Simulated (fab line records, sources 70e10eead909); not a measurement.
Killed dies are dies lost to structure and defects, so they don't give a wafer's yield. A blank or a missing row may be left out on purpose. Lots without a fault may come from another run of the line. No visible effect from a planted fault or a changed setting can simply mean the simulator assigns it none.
A lot that was struck, set against a sound lot -- flow nand harc -- 32 out of 1302 route steps
Sound: these wafers, L200.3, L200.5, L200.6. Struck: wafers L203.2, L203.3, L203.4. The cause is named last.
Order at every step that has rows: each side's tool, ch and its chambers, its first start. Under that, the readings that differ: sound wafers -- struck wafers -- difference of the means -- sigmas: that difference in standard deviations of wafers without a fault.
alike: a reading whose means differ by less than 2 such deviations, as well as words and numbers matching on both sides. not compared: withheld readings; readings where some wafer has no value; bounds like >300 that might hide an equal value; numbers whose values overlap and for which the record gives no deviation.
Wherever a step has rows on one side only, a row that says differs or no value, or a row with sigmas, the two part there. When numbers do not overlap yet have no deviation, they are printed without sigmas and do not part them. Lack of a reading on every wafer of one side parts them only where that side has two or more wafers.

first, 5 steps without rows for these wafers: NHARC_A_ONON_D2_DEP_19 (target thk 1000 nm); NHARC_A_ONON_D2_DEP_22 (target thk 1000 nm); NHARC_A_ONON_D2_DEP_25 (target thk 1000 nm); NHARC_A_ONON_D2_DEP_28 (target thk 1000 nm); NHARC_A_ONON_D2_DEP_33 (deposits SiO2, target thk 200 nm).
NHARC_A_CHANNEL_HOLE_D2_DEP_00: deposits aC, target thk 3100 nm.
  sound on acl dep-02 ch 0, day 15 22:26; struck on acl dep-02 ch 0, day 17 03:47
  alike: throttle valve pct
then, 25 steps without rows for these wafers: NHARC_A_CHANNEL_HOLE_D2_DEP_01 (deposits SiON, target thk 140 nm); NHARC_A_CHANNEL_HOLE_D2_DEHYDRATE_02 (time 120 s); NHARC_A_CHANNEL_HOLE_D2_HMDS_03 (time 30 s); NHARC_A_CHANNEL_HOLE_D2_COAT_36 (time 75 s); NHARC_A_CHANNEL_HOLE_D2_COAT_37 (time 65 s); NHARC_A_CHANNEL_HOLE_D2_COAT_04 (resist thk 90 nm); NHARC_A_CHANNEL_HOLE_D2_SOFTBAKE_05 (time 55 s); NHARC_A_CHANNEL_HOLE_D2_EBR_06; NHARC_A_CHANNEL_HOLE_D2_EXPOSE_07 (exposes mask HOLE D2, target cd 100 nm); NHARC_A_CHANNEL_HOLE_D2_PEB_08 (peb time 65 s); NHARC_A_CHANNEL_HOLE_D2_DEVELOP_09 (develop time 35 s); NHARC_A_CHANNEL_HOLE_D2_DESCUM_15 (chemistry O2, time 3 s); NHARC_A_CHANNEL_HOLE_D2_ETCH_38 (etches the open film in CF4, target depth 39 nm, time 65 s); NHARC_A_CHANNEL_HOLE_D2_ETCH_39 (etches the open film in N2/H2, target depth 260 nm, time 325 s); NHARC_A_CHANNEL_HOLE_D2_ETCH_34 (etches the open film in CF4/CHF3, target depth 154 nm, time 77 s); NHARC_A_CHANNEL_HOLE_D2_ETCH_16 (etches the open film in O2/COS, target depth 3100 nm, time 806 s); NHARC_A_CHANNEL_HOLE_D2_ETCH_19 (etches the open film in C4F8/O2/Ar, time 34.5 s); NHARC_A_CHANNEL_HOLE_D2_ETCH_20 (etches the open film in C4F8/O2/Ar, time 361.9 s, target depth 1600 nm); NHARC_A_CHANNEL_HOLE_D2_ETCH_21 (etches the open film in C4F8/O2/Ar, time 514.3 s, target depth 1600 nm); NHARC_A_CHANNEL_HOLE_D2_ETCH_22 (etches the open film in C4F8/O2/Ar, time 666.7 s, target depth 1600 nm); NHARC_A_CHANNEL_HOLE_D2_ETCH_23 (etches the open film in C4F8/O2/Ar, time 819 s, target depth 1600 nm); NHARC_A_CHANNEL_HOLE_D2_ETCH_24 (etches the open film in C4F8/O2/Ar, time 906.2 s, target depth 1500 nm); NHARC_A_CHANNEL_HOLE_D2_ETCH_25 (etches the open film in C4F8/O2/Ar, time 1040.2 s, target depth 1500 nm); NHARC_A_CHANNEL_HOLE_D2_ETCH_26 (etches the open film in C4F8/O2/Ar, time 224.1 s, target depth 300 nm); NHARC_A_CHANNEL_HOLE_D2_ETCH_27 (etches the open film in C4F8/O2/Ar, time 90 s, target depth 400 nm).
-- jump in the record: it breaks off in module A_CHANNEL_HOLE_D2 and resumes in module END (first step shown: number 1302 of the route), and 11 days separate the struck wafers' starts before and after --
NHARC_END_SORT_01:
  at this point the record logs the struck wafers (prober-02 ch 0, day 28 01:23) and has no rows for the sound ones

== WHERE THEY PART ==
Within this record, at NHARC_END_SORT_01 only.

WHY: the cause the simulator had injected
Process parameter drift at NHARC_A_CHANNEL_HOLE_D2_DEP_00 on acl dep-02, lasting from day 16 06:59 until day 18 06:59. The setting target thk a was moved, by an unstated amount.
